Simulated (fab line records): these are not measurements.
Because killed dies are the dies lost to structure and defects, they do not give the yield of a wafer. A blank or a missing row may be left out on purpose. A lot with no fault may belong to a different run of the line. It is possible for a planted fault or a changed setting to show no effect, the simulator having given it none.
fab line records + flow n5_finfet
record:
- lots: 7
- wafers: 20
- last_day: 18
route steps=1938 shown PASSIVATION@1917
lots untouched by any fault: they come from a run of this same line in which no faults occurred
start_h: hours from the record's first day to the start of the lot's first wafer shown + wait_h: hours elapsed since this lot's preceding step + " as in the row above + L1.1+2: several wafers, shown together as one row + - either no value or no given start + * or withheld: withheld + < > ~ a bound
route shown NAME@n: NAME is a module with steps in the file, n the number in the route of the first one + usual: mean and standard deviation over wafers with no fault + same: alike in all rows + chamber/n: place in a boat + sites: each site's reading + _std_site: standard deviation across them + _edge_site: the outer-site mean with the inner-site mean subtracted + radius_mm: how far each site lies from the wafer's centre + mask NAME#n: copy n + behind: tool/chamber where the wafer was last shaped + hold: the reason the lot was held/the length of the hold in hours/how it ended + device: which transistor (n, p or np) failed to switch + end of line: the tests these same wafers got at the end of their route + step lacking rows: just its recipe + killed: not the wafer's yield, but the dies lost to structure and defects at the first sort + map: a wafer's dies, marking killed ones x, the rest . and places with no die _
set.NAME: the setting that was run; set.NAME@STEP: the one run at that earlier step + model.NAME: the simulator's own value behind a step, which no gauge read
lots seen at some steps along the route; tables by step, rows by wafer
services: a tool's chamber out of use, with start hour (start_h, from the record's first day; less than 0 if before it), hours out, and reason
== steps ==
step: N5_PASSIVATION_HMDS_37
recipe:
- time_s: 60
- temp_c: 120
step: N5_PASSIVATION_COAT_38
recipe:
- spin_rpm: 3000
- resist_thk_nm: withheld
step: N5_PASSIVATION_EBR_40
recipe:
- solvent: PGMEA
- ebr_width_mm: 1.5
step: N5_PASSIVATION_SOFTBAKE_39
recipe:
- temp_c: 110
- time_s: 120
step: N5_PASSIVATION_EXPOSE_41
recipe:
- mask_id: PASS_OPEN
- na: 0.55
- defocus_nm: 0
- source_shape: conventional
- sigma_outer: 0.8
- polarization: unpolarized
- target_cd_nm: 40000
- dose_mj: 57.25
step: N5_PASSIVATION_PEB_42
recipe:
- peb_temp_c: withheld
- peb_time_s: *
step: N5_PASSIVATION_DEVELOP_43
recipe:
- develop_time_s: 60
- rinse_liquid: diw
- dry: air_spin
- dev_temp_c: 21
step: N5_PASSIVATION_HARDBAKE_45
recipe:
- temp_c: 130
- time_s: 120
step: N5_PASSIVATION_CD_MEAS_44
recipe:
- target_cd_nm: 40000
- landing_energy_ev: 500
- detector: se_inlens
usual:
- cd_nm: 40000/3.1
| lot.wafer | tool      | chamber | start_h | wait_h | cd_nm |
|-----------|-----------|---------|---------|--------|-------|
| L778.2    | cd_sem-03 | 0       | 361.32  | -      | 40001 |
| L778.4    | "         | 0       | "       | "      | 40002 |
| L778.6    | "         | 0       | "       | "      | 39998 |
| L775.1    | cd_sem-01 | 0       | 361.90  | -      | 39997 |
| L775.2    | "         | 0       | "       | "      | 39999 |
| L775.6    | "         | 0       | "       | "      | 40000 |
| L780.1    | cd_sem-03 | 0       | 367.14  | -      | 40002 |
| L780.4    | "         | 0       | "       | "      | 39996 |
| L780.5    | "         | 0       | "       | "      | 40000 |
| L779.2    | cd_sem-03 | 0       | 371.91  | -      | 40000 |
| L779.5    | "         | 0       | "       | "      | 40005 |
| L779.6    | "         | 0       | "       | "      | 40004 |
| L782.1    | cd_sem-02 | 0       | 376.48  | -      | 39998 |
| L782.2    | "         | 0       | "       | "      | 39995 |
| L782.6    | "         | 0       | "       | "      | 39997 |
| L784.1    | cd_sem-03 | 0       | 403.61  | -      | 40001 |
| L784.2    | "         | 0       | "       | "      | 40000 |
| L789.3    | cd_sem-03 | 0       | 431.52  | -      | 40001 |
| L789.5    | "         | 0       | "       | "      | 40003 |
| L789.6    | "         | 0       | "       | "      | 40007 |
step: N5_PASSIVATION_OVL_MEAS_66
recipe:
- points_per_wafer: 44
usual:
- PASS_OPEN_OVL: -1/5.5
| lot.wafer | tool       | chamber | start_h | wait_h | PASS_OPEN_OVL[nm] |
|-----------|------------|---------|---------|--------|-------------------|
| L778.2    | overlay-01 | 0       | 361.35  | 0.0    | 1                 |
| L778.4    | "          | 0       | "       | "      | 7                 |
| L778.6    | "          | 0       | "       | "      | 5                 |
| L775.1    | overlay-02 | 0       | 361.93  | 0.0    | 4                 |
| L775.2    | "          | 0       | "       | "      | 4                 |
| L775.6    | "          | 0       | "       | "      | 2                 |
| L780.1    | overlay-01 | 0       | 367.17  | 0.0    | -1                |
| L780.4    | "          | 0       | "       | "      | 5                 |
| L780.5    | "          | 0       | "       | "      | -7                |
| L779.2    | overlay-01 | 0       | 371.94  | 0.0    | 2                 |
| L779.5    | "          | 0       | "       | "      | 1                 |
| L779.6    | "          | 0       | "       | "      | 9                 |
| L782.1    | overlay-01 | 0       | 376.51  | 0.0    | 0                 |
| L782.2    | "          | 0       | "       | "      | 2                 |
| L782.6    | "          | 0       | "       | "      | 1                 |
| L784.1    | overlay-01 | 0       | 403.64  | 0.0    | 1                 |
| L784.2    | "          | 0       | "       | "      | 5                 |
| L789.3    | overlay-02 | 0       | 431.55  | 0.0    | -1                |
| L789.5    | "          | 0       | "       | "      | 4                 |
| L789.6    | "          | 0       | "       | "      | 6                 |
step: N5_PASSIVATION_INSPECT_67
recipe:
- mode: adi
- inspect_instrument: macro
usual:
- raw_defect_count: 2.2/1.4
| lot.wafer | tool              | chamber | start_h | wait_h | raw_defect_count |
|-----------|-------------------|---------|---------|--------|------------------|
| L778.2    | defect_inspect-01 | -       | 361.37  | 0.0    | 1                |
| L778.4    | "                 | -       | "       | "      | 2                |
| L778.6    | "                 | -       | "       | "      | 2                |
| L775.1    | defect_inspect-02 | -       | 361.95  | 0.0    | 1                |
| L775.2    | "                 | -       | "       | "      | 0                |
| L775.6    | "                 | -       | "       | "      | 4                |
| L780.1    | defect_inspect-02 | -       | 367.19  | 0.0    | 3                |
| L780.4    | "                 | -       | "       | "      | 1                |
| L780.5    | "                 | -       | "       | "      | 2                |
| L779.2    | defect_inspect-02 | -       | 371.97  | 0.0    | 3                |
| L779.5    | "                 | -       | "       | "      | 1                |
| L779.6    | "                 | -       | "       | "      | 3                |
| L782.1    | defect_inspect-02 | -       | 376.54  | 0.0    | 0                |
| L782.2    | "                 | -       | "       | "      | 4                |
| L782.6    | "                 | -       | "       | "      | 5                |
| L784.1    | defect_inspect-02 | -       | 403.67  | 0.0    | 2                |
| L784.2    | "                 | -       | "       | "      | 1                |
| L789.3    | defect_inspect-01 | -       | 431.57  | 0.0    | 4                |
| L789.5    | "                 | -       | "       | "      | 5                |
| L789.6    | "                 | -       | "       | "      | 2                |
step: N5_PASSIVATION_DESCUM_46
recipe:
- chemistry: O2
- time_s: 7.9
- source_power_w: 50
- bias_power_w: 20
- pressure_mtorr: 20
- rf_frequency_hz: 2.712e+07
- temp_c: 40
- o2_flow_sccm: 225
usual:
- drypump_motor_current_A: 5.8/0.39
- o2_flow_sccm: 225.0/0.69
- oes_product_au: 0.79/0.081
- rf_vpp_V: 243.7/1
- showerhead_plenum_p_Torr: 2.13/0.048
- throttle_valve_pct: 20.35/0.27
| lot.wafer | tool        | chamber | start_h | wait_h | drypump_motor_current_A | o2_flow_sccm | oes_product_au | rf_hours_counter_h | rf_vpp_V | showerhead_plenum_p_Torr | throttle_valve_pct |
|-----------|-------------|---------|---------|--------|-------------------------|--------------|----------------|--------------------|----------|--------------------------|--------------------|
| L778.2    | rie_diel-01 | 0       | 361.41  | 0.0    | 5.5                     | 224.9        | 0.86           | 41                 | 244.1    | 2.11                     | 20.10              |
| L778.4    | "           | 2       | "       | "      | 5.8                     | 225.5        | 0.86           | 54                 | 244.1    | 2.11                     | 19.90              |
| L778.6    | "           | 3       | "       | "      | 5.8                     | 225.5        | 0.79           | -                  | 243.5    | 2.10                     | 20.70              |
| L775.1    | rie_diel-01 | 3       | 362.00  | 0.0    | 5.8                     | 225.3        | 0.80           | 103                | 243.9    | 2.10                     | 20.70              |
| L775.2    | "           | 0       | "       | "      | 5.5                     | 226.0        | 0.86           | 41                 | 244.3    | 2.11                     | 20.08              |
| L775.6    | "           | 1       | "       | "      | 6.1                     | 225.3        | 0.72           | -                  | 245.6    | 2.17                     | 20.45              |
| L780.1    | rie_diel-04 | 1       | 367.23  | 0.0    | 5.6                     | 224.7        | 0.73           | 186                | 242.8    | 2.08                     | 20.30              |
| L780.4    | "           | 1       | "       | "      | 5.6                     | 224.4        | 0.72           | -                  | 244.5    | 2.08                     | 20.31              |
| L780.5    | "           | 0       | "       | "      | 6.7                     | 225.6        | 0.80           | -                  | 245.9    | 2.19                     | 20.23              |
| L779.2    | rie_diel-01 | 1       | 372.00  | 0.0    | 6.0                     | 224.5        | 0.72           | 207                | 244.3    | 2.17                     | 20.46              |
| L779.5    | "           | 3       | "       | "      | 5.8                     | 225.5        | 0.80           | -                  | 243.6    | 2.10                     | 20.71              |
| L779.6    | "           | 2       | "       | "      | 5.9                     | 225.6        | 0.86           | -                  | 243.4    | 2.11                     | 19.91              |
| L782.1    | rie_diel-01 | 1       | 376.80  | 0.3    | 6.1                     | 225.2        | 0.71           | 209                | 242.5    | 2.17                     | 20.44              |
| L782.2    | "           | 0       | "       | "      | 5.5                     | 224.9        | 0.86           | 47                 | 242.6    | 2.11                     | 20.09              |
| L782.6    | "           | 1       | "       | "      | 6.1                     | 225.6        | 0.72           | -                  | 244.0    | 2.17                     | 20.43              |
| L784.1    | rie_diel-01 | 1       | 403.70  | 0.0    | 6.0                     | 225.3        | 0.71           | 218                | 244.6    | 2.17                     | 20.43              |
| L784.2    | "           | 2       | "       | "      | 5.8                     | 224.5        | 0.86           | 70                 | 245.2    | 2.11                     | 19.95              |
| L789.3    | rie_diel-04 | 1       | 432.19  | 0.6    | 5.6                     | 225.9        | 0.70           | 209                | 243.2    | 2.07                     | 20.36              |
| L789.5    | "           | 3       | "       | "      | 4.9                     | 224.2        | 0.74           | -                  | 242.3    | 1.98                     | 20.51              |
| L789.6    | "           | 0       | "       | "      | 6.6                     | 224.9        | 0.78           | -                  | 244.2    | 2.18                     | 20.26              |
step: N5_PASSIVATION_PASS_ETCH_47
recipe:
- chemistry: CF4/O2
- target: SiNx
- target_depth_a: 7700
- time_s: 385
- ion_energy_ev: 100
- pressure_mtorr: 40
- source_w: 535
- bias_w: 49
- Ar_flow_sccm: 100
- cf4_flow_sccm: 100
- O2_flow_sccm: 10
usual:
- drypump_motor_current_A: 5.8/0.39
- oes_product_au: 0.78/0.078
- rf_vpp_V: 244/4.3
- run_length_s: 408.4/0.38
- showerhead_plenum_p_Torr: 2.24/0.038
- throttle_valve_pct: 15.78/0.25
| lot.wafer | tool        | chamber | start_h | wait_h | drypump_motor_current_A | oes_product_au | rf_hours_counter_h | rf_vpp_V | run_length_s | showerhead_plenum_p_Torr | throttle_valve_pct | model.etch.depth_nm |
|-----------|-------------|---------|---------|--------|-------------------------|----------------|--------------------|----------|--------------|--------------------------|--------------------|---------------------|
| L778.2    | rie_diel-01 | 0       | 361.44  | 0.0    | 5.5                     | 0.87           | 41                 | 244      | 408.2        | 2.24                     | 15.62              | 785.8               |
| L778.4    | "           | 2       | "       | "      | 5.8                     | 0.86           | 54                 | 247      | 408.1        | 2.22                     | 15.37              | 755.2               |
| L778.6    | "           | 3       | "       | "      | 5.7                     | 0.81           | -                  | 244      | 408.7        | 2.21                     | 16.08              | 787.2               |
| L775.1    | rie_diel-01 | 3       | 362.03  | 0.0    | 5.7                     | 0.80           | 103                | 244      | 407.8        | 2.22                     | 16.08              | 776.6               |
| L775.2    | "           | 0       | "       | "      | 5.5                     | 0.87           | 41                 | 242      | 408.5        | 2.24                     | 15.61              | 786.5               |
| L775.6    | "           | 1       | "       | "      | 6.1                     | 0.71           | -                  | 250      | 408.7        | 2.27                     | 15.83              | 751.6               |
| L780.1    | rie_diel-04 | 1       | 367.26  | 0.0    | 5.6                     | 0.72           | 186                | 236      | 408.3        | 2.19                     | 15.83              | 762.2               |
| L780.4    | "           | 1       | "       | "      | 5.7                     | 0.73           | -                  | 236      | 408.4        | 2.19                     | 15.83              | 758.4               |
| L780.5    | "           | 0       | "       | "      | 6.7                     | 0.78           | -                  | 242      | 408.3        | 2.30                     | 15.67              | 781.4               |
| L779.2    | rie_diel-01 | 1       | 372.04  | 0.0    | 6.1                     | 0.71           | 207                | 254      | 386.0        | 2.27                     | 15.84              | 707.1               |
| L779.5    | "           | 3       | "       | "      | 5.8                     | 0.80           | -                  | 241      | 408.4        | 2.21                     | 16.09              | 780.1               |
| L779.6    | "           | 2       | "       | "      | 5.9                     | 0.86           | -                  | 246      | 408.0        | 2.22                     | 15.39              | 747.5               |
| L782.1    | rie_diel-01 | 1       | 376.84  | 0.0    | 6.0                     | 0.71           | 209                | 252      | 409.0        | 2.27                     | 15.83              | 745.9               |
| L782.2    | "           | 0       | "       | "      | 5.5                     | 0.85           | 47                 | 242      | 386.1        | 2.23                     | 15.64              | 733.1               |
| L782.6    | "           | 1       | "       | "      | 6.0                     | 0.71           | -                  | 254      | 409.3        | 2.27                     | 15.83              | 744.1               |
| L784.1    | rie_diel-01 | 1       | 403.74  | 0.0    | 6.1                     | 0.70           | 218                | 252      | 409.1        | 2.26                     | 15.85              | 755.3               |
| L784.2    | "           | 2       | "       | "      | 5.8                     | 0.83           | 70                 | 247      | 385.5        | 2.22                     | 15.40              | 700.9               |
| L789.3    | rie_diel-04 | 1       | 432.22  | 0.0    | 5.7                     | 0.71           | 209                | 237      | 408.5        | 2.18                     | 15.86              | 770.2               |
| L789.5    | "           | 3       | "       | "      | 4.9                     | 0.73           | -                  | 246      | 408.8        | 2.11                     | 16.12              | 776.3               |
| L789.6    | "           | 0       | "       | "      | 6.7                     | 0.77           | -                  | 242      | 408.1        | 2.29                     | 15.71              | 788.1               |
step: N5_PASSIVATION_ETCH_54
recipe:
- chemistry: CHF3/O2
- target: SiO2
- target_depth_a: 8800
- CHF3_flow_sccm: 50
- O2_flow_sccm: 5
- Ar_flow_sccm: 200
- time_s: 440
- mask_material: PR
- pressure_mtorr: 30
- source_w: 650
- bias_w: 170
- ion_energy_ev: 200
usual:
- drypump_motor_current_A: 5.8/0.39
- oes_product_au: 0.78/0.079
- rf_vpp_V: 531/8.8
- showerhead_plenum_p_Torr: 2.45/0.04
- throttle_valve_pct: 18.71/0.24
| lot.wafer | tool        | chamber | start_h | wait_h | drypump_motor_current_A | oes_product_au | rf_hours_counter_h | rf_vpp_V | showerhead_plenum_p_Torr | throttle_valve_pct |
|-----------|-------------|---------|---------|--------|-------------------------|----------------|--------------------|----------|--------------------------|--------------------|
| L778.2    | rie_diel-01 | 0       | 361.67  | 0.1    | 5.5                     | 0.87           | 41                 | 528      | 2.44                     | 18.53              |
| L778.4    | "           | 2       | "       | "      | 5.8                     | 0.87           | 54                 | 535      | 2.44                     | 18.36              |
| L778.6    | "           | 3       | "       | "      | 5.8                     | 0.80           | -                  | 529      | 2.43                     | 19.11              |
| L775.1    | rie_diel-01 | 3       | 362.26  | 0.1    | 5.7                     | 0.80           | 103                | 529      | 2.43                     | 19.11              |
| L775.2    | "           | 0       | "       | "      | 5.5                     | 0.86           | 42                 | 529      | 2.44                     | 18.54              |
| L775.6    | "           | 1       | "       | "      | 6.1                     | 0.71           | -                  | 547      | 2.47                     | 18.67              |
| L780.1    | rie_diel-04 | 1       | 367.49  | 0.1    | 5.6                     | 0.72           | 186                | 519      | 2.40                     | 18.74              |
| L780.4    | "           | 1       | "       | "      | 5.6                     | 0.72           | -                  | 515      | 2.40                     | 18.74              |
| L780.5    | "           | 0       | "       | "      | 6.7                     | 0.78           | -                  | 528      | 2.51                     | 18.54              |
| L779.2    | rie_diel-01 | 1       | 372.26  | 0.1    | 6.0                     | 0.71           | 207                | 546      | 2.47                     | 18.68              |
| L779.5    | "           | 3       | "       | "      | 5.7                     | 0.80           | -                  | 529      | 2.43                     | 19.12              |
| L779.6    | "           | 2       | "       | "      | 5.8                     | 0.86           | -                  | 537      | 2.44                     | 18.36              |
| L782.1    | rie_diel-01 | 1       | 377.06  | 0.1    | 6.1                     | 0.71           | 209                | 547      | 2.47                     | 18.70              |
| L782.2    | "           | 0       | "       | "      | 5.5                     | 0.86           | 47                 | 529      | 2.44                     | 18.55              |
| L782.6    | "           | 1       | "       | "      | 6.1                     | 0.71           | -                  | 546      | 2.47                     | 18.69              |
| L784.1    | rie_diel-01 | 1       | 403.96  | 0.1    | 6.0                     | 0.70           | 218                | 546      | 2.47                     | 18.69              |
| L784.2    | "           | 2       | "       | "      | 5.8                     | 0.85           | 70                 | 535      | 2.44                     | 18.38              |
| L789.3    | rie_diel-04 | 1       | 432.45  | 0.1    | 5.6                     | 0.71           | 209                | 518      | 2.39                     | 18.76              |
| L789.5    | "           | 3       | "       | "      | 4.9                     | 0.75           | -                  | 534      | 2.31                     | 19.05              |
| L789.6    | "           | 0       | "       | "      | 6.7                     | 0.76           | -                  | 525      | 2.50                     | 18.58              |
step: N5_PASSIVATION_PROBE_49
usual:
- defect_limited_yield: 91.3/1.4
- killed_at_M0_to_M3: 34/9.2
- killed_at_M4_up: 13/5.3
- killed_at_contacts: 12/6
- killed_at_front_end: 39/12
- killed_at_other: 4/3.3
- killed_dies: 102/17
- killed_open: 67/12
- killed_short: 34/7.4
- sort_bin_5_function: 5.1/1
- sort_bin_6_memory: 3.2/0.6
- sort_n_pass: 1078/17
- sort_yield_pct: 91.3/1.4
same:
- gross_dies: 1180
- killed_at_back_side: 0
- sort_bin_4_leakage[%]: 0
- sort_bin_8_speed[%]: 0
| lot.wafer | tool      | chamber | start_h | wait_h | defect_limited_yield[%] | killed_at_M0_to_M3 | killed_at_M4_up | killed_at_contacts | killed_at_front_end | killed_at_other | killed_dies | killed_open | killed_short | sort_bin_5_function[%] | sort_bin_6_memory[%] | sort_n_pass | sort_yield_pct[%] |
|-----------|-----------|---------|---------|--------|-------------------------|--------------------|-----------------|--------------------|---------------------|-----------------|-------------|-------------|--------------|------------------------|----------------------|-------------|-------------------|
| L780.1    | prober-02 | -       | 370.75  | 0.0    | 89.4                    | 34                 | 17              | 30                 | 40                  | 4               | 125         | 82          | 41           | 6.4                    | 3.9                  | 1055        | 89.4              |
| L780.4    | prober-02 | -       | 370.90  | 0.2    | 91.4                    | 35                 | 20              | 11                 | 33                  | 2               | 101         | 65          | 35           | 4.5                    | 3.6                  | 1079        | 91.4              |
| L780.5    | prober-02 | -       | 370.95  | 0.2    | 93.3                    | 31                 | 10              | 6                  | 31                  | 1               | 79          | 43          | 29           | 3.9                    | 2.3                  | 1101        | 93.3              |
| L779.2    | prober-01 | -       | 375.14  | 0.1    | 92.2                    | 30                 | 22              | 10                 | 28                  | 2               | 92          | 62          | 21           | 4.1                    | 2.9                  | 1088        | 92.2              |
| L779.5    | prober-01 | -       | 375.29  | 0.2    | 90.3                    | 33                 | 24              | 10                 | 46                  | 2               | 115         | 87          | 26           | 6.4                    | 3.1                  | 1065        | 90.3              |
| L779.6    | prober-01 | -       | 375.34  | 0.3    | 90.8                    | 44                 | 16              | 9                  | 36                  | 3               | 108         | 70          | 32           | 5.4                    | 3.1                  | 1072        | 90.8              |
| L784.2    | prober-01 | -       | 406.97  | 0.1    | 90.6                    | 31                 | 13              | 27                 | 33                  | 7               | 111         | 72          | 34           | 6.1                    | 3.2                  | 1069        | 90.6              |
killed by level:class
L780.1 MOL_CONTACT_COAG:geometric_particle:open=24 FIN_SAQP:geometric_particle:open=8 FIN_SAQP:geometric_particle:short=8 BEOL_M0_SAQP:geometric_particle:open=8 BEOL_M0_SAQP:geometric_particle:short=8 STI_FIN_REVEAL:geometric_particle:open=6 GATE_CUT:geometric_particle:short=6 MOL_CONTACT_COAG:geometric_particle:short=6
L780.4 BEOL_M3:geometric_particle:open=12 BEOL_M0_SAQP:geometric_particle:open=9 FIN_SAQP:geometric_particle:short=8 FIN_SAQP:geometric_particle:open=6 MOL_CONTACT_COAG:geometric_particle:open=6 MOL_CONTACT_COAG:geometric_particle:short=5 BEOL_M0_SAQP:geometric_particle:short=5 GATE_CUT:geometric_particle:short=4
L780.5 BEOL_M2:geometric_particle:open=9 FIN_SAQP:geometric_particle:short=8 STI_FIN_REVEAL:geometric_particle:open=8 BEOL_M0_SAQP:geometric_particle:short=5 BEOL_M1:geometric_particle:open=5 MOL_CONTACT_COAG:geometric_particle:open=4 BEOL_M3:geometric_particle:open=4 STI_FIN_REVEAL:geometric_particle:short=3
L779.2 BEOL_M4:geometric_particle:open=12 MOL_CONTACT_COAG:geometric_particle:open=10 HKMG_FIN:area_etch=9 BEOL_M3:geometric_particle:open=7 BEOL_M0_SAQP:geometric_particle:short=6 BEOL_M1:geometric_particle:open=5 BEOL_M2:geometric_particle:open=5 STI_FIN_REVEAL:geometric_particle:open=4
L779.5 BEOL_M3:geometric_particle:open=15 BEOL_M4:geometric_particle:open=13 FIN_SAQP:geometric_particle:open=12 FIN_SAQP:geometric_particle:short=9 ILD0:geometric_particle:open=7 GATE_CUT:geometric_particle:open=7 MOL_CONTACT_COAG:geometric_particle:open=7 BEOL_M0_SAQP:geometric_particle:short=5
L779.6 BEOL_M2:geometric_particle:open=18 BEOL_M0_SAQP:geometric_particle:open=9 BEOL_M4:geometric_particle:open=9 BEOL_M0_SAQP:geometric_particle:short=8 FIN_SAQP:geometric_particle:open=6 MOL_CONTACT_COAG:geometric_particle:open=6 STI_FIN_REVEAL:geometric_particle:open=5 GATE_CUT:geometric_particle:short=5
L784.2 MOL_CONTACT_COAG:geometric_particle:open=20 FIN_SAQP:geometric_particle:short=9 BEOL_M4:geometric_particle:open=7 MOL_CONTACT_COAG:geometric_particle:short=7 FIN_SAQP:geometric_particle:open=6 STI_FIN_REVEAL:geometric_particle:open=6 BEOL_M0_SAQP:geometric_particle:short=6 BEOL_M3:geometric_particle:open=6
== services ==
| tool        | chamber | start_h | hours | kind   |
|-------------|---------|---------|-------|--------|
| rie_diel-01 | -       | 356.84  | 0.7   | repair |
| rie_diel-04 | 2       | 360.37  | 9.1   | repair |
| rie_diel-01 | -       | 419.50  | 0.4   | repair |
== key ==
first_sign:
- step: N5_PASSIVATION_PASS_ETCH_47
- reading: run_length_s
- direction: down
- sigmas: 59
- usual: *
- struck: *
effect none on later readings
model_effect:
- step: N5_PASSIVATION_PASS_ETCH_47
- value: etch.depth_nm
- without: 758.5
- struck: 713.7
met_at N5_PASSIVATION_PASS_ETCH_47
struck_wafers L779.2,L782.2,L784.2
onset_between 362.03 372.04
fault:
- kind: process_parameter_drift
- tool: rie_diel-01
- chamber: -
- onset_h: 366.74
- steps: N5_PASSIVATION_PASS_ETCH_47
- channel: time_s
- offset: *
- shape: step
- end_h: 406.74
- scope: struck_wafers_only
- acts_in: *
- stated: *
